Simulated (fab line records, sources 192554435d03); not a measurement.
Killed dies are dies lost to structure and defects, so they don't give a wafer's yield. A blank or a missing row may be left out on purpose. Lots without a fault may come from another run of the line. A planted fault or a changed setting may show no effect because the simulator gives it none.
A struck lot beside a sound one | flow n5_finfet | 15 steps out of a route of 1938
Sound: wafers L298.2, L298.4, L298.5. Struck: wafer L306.5. (L306.2, L306.4 of the same lot were not struck and are left out.) The cause comes at the end.
At each step with rows: each side's tool, then ch and its chambers, then its first start. Under that, the readings that differ: sound wafers | struck wafers | difference of the means | sigmas: that difference in standard deviations of wafers without a fault.
alike: readings whose means differ by less than 2 such deviations, and words and numbers that are the same on both sides. not compared: withheld readings, readings that some wafer has no value for, bounds like >300 that may hide the same value, and numbers for which the record gives no deviation and whose values overlap.
The two part at a step that has a row with sigmas, a row that says differs or no value, or rows on one side only. Numbers that don't overlap but have no deviation are shown without sigmas and don't part them. A reading that every wafer of one side lacks parts them only if that side has two wafers or more.

N5_BEOL_M6_ALD_77: deposits TaN, target thk 2 nm, pulse time 2 s, purge time 3 s.
  sound on ald_metal-01 ch 0,2, day 10 05:42; struck on ald_metal-03 ch 3, day 12 02:14
  reading                 | sound          | struck | difference | sigmas
  mfc_carrier_sccm (sccm) | 1506 1503 1504 | 1495   | -9         | -2
  alike: heater_power_w, precursor_vessel_pressure_torr
N5_BEOL_M6_SURFACE_TREAT_79:
  sound on pvd_sputter-01, day 10 07:11; struck on pvd_sputter-02, day 12 02:40
  not compared: throttle_valve_pct
then, 1 step without rows for these wafers: N5_BEOL_M6_CVD_78 (deposits Co from CCTBA/H2, target thk 2 nm, time 142.3 s).
N5_BEOL_M6_SPUTTER_48: material Cu, target thk 10 nm, time 1.667 s.
  sound on pvd_sputter-01, day 10 07:23; struck on pvd_sputter-03, day 12 03:10
  alike: bias_v, substrate_temp_c, throttle_valve_pct
then, 2 steps without rows for these wafers: N5_BEOL_M6_ECD_50 (material Cu, target thk 300 nm); N5_BEOL_M6_ANNEAL_51 (time 90 s).
N5_BEOL_M6_CMP_52: polishes, stops on SiCOH lowk, t overpolish 6.9 s, target thk 80 nm.
  sound on cmp-04 ch 1,2,3, day 10 08:08; struck on cmp-03 ch 0, day 12 05:44
  alike: barrier_field_endpoint_s, clearing_platen_rpm, edge_zone_pressure_frac, motor_current_A, overpolish_run_s, slurry_filter_dp_kPa, time_to_endpoint_s
N5_BEOL_M6_THK_MEAS_53: measures by xrf.
  sound on film_metro-02, day 10 08:22; struck on film_metro-01, day 12 06:01
  alike: M6_THK
then, 2 steps without rows for these wafers: N5_BEOL_M6_PRE_CLEAN_55 (time 15 s); N5_BEOL_M6_DEP_56 (deposits SiCN from 3MS/NH3, target thk 10 nm, time 17.5 s).
N5_BEOL_M6_RS_MEAS_57: measures by four-point-probe.
  sound on film_metro-01, day 10 08:29; struck on film_metro-01, day 12 06:09
  alike: M6_RS
N5_BEOL_M6_INSPECT_58: inspects for defects (darkfield).
  sound on defect_inspect-01, day 10 08:31; struck on defect_inspect-02, day 12 06:11
  alike: raw_defect_count
N5_BEOL_M7_ILD_DEP_00: deposits SiCOH lowk from DEMS/porogen, target thk 179.75 nm, time 33.4 s.
  sound on pecvd-04 ch 0,1, day 10 08:34; struck on pecvd-04 ch 1, day 12 06:13
  reading              | sound                | struck | difference | sigmas
  susceptor_temp_C (C) | 300.11 299.88 299.99 | 296.60 | -3.39      | -19
  alike: heater_power_w, showerhead_plenum_p_Torr, throttle_valve_pct
N5_BEOL_M7_CURE_74: cures SiCOH lowk, time 240 s.
  sound on uv_cure-03 ch 1, day 10 08:42; struck on uv_cure-01 ch 2, day 12 06:23
  alike: lamp_power_pct, wafer_temp_C_max
-- the record jumps here: 3 days lie between the struck wafers' starts before and after (it left off in module BEOL_M7 and takes up again in module PASSIVATION, whose first step shown is number 1936 of the route) --
N5_PASSIVATION_PROBE_49:
  the record has rows for the struck wafers here (prober-02, day 15 14:01) and none for the sound ones

WHERE THEY PART
First at N5_BEOL_M6_ALD_77; last, within this record, at N5_PASSIVATION_PROBE_49.

WHY: what the simulator had put in
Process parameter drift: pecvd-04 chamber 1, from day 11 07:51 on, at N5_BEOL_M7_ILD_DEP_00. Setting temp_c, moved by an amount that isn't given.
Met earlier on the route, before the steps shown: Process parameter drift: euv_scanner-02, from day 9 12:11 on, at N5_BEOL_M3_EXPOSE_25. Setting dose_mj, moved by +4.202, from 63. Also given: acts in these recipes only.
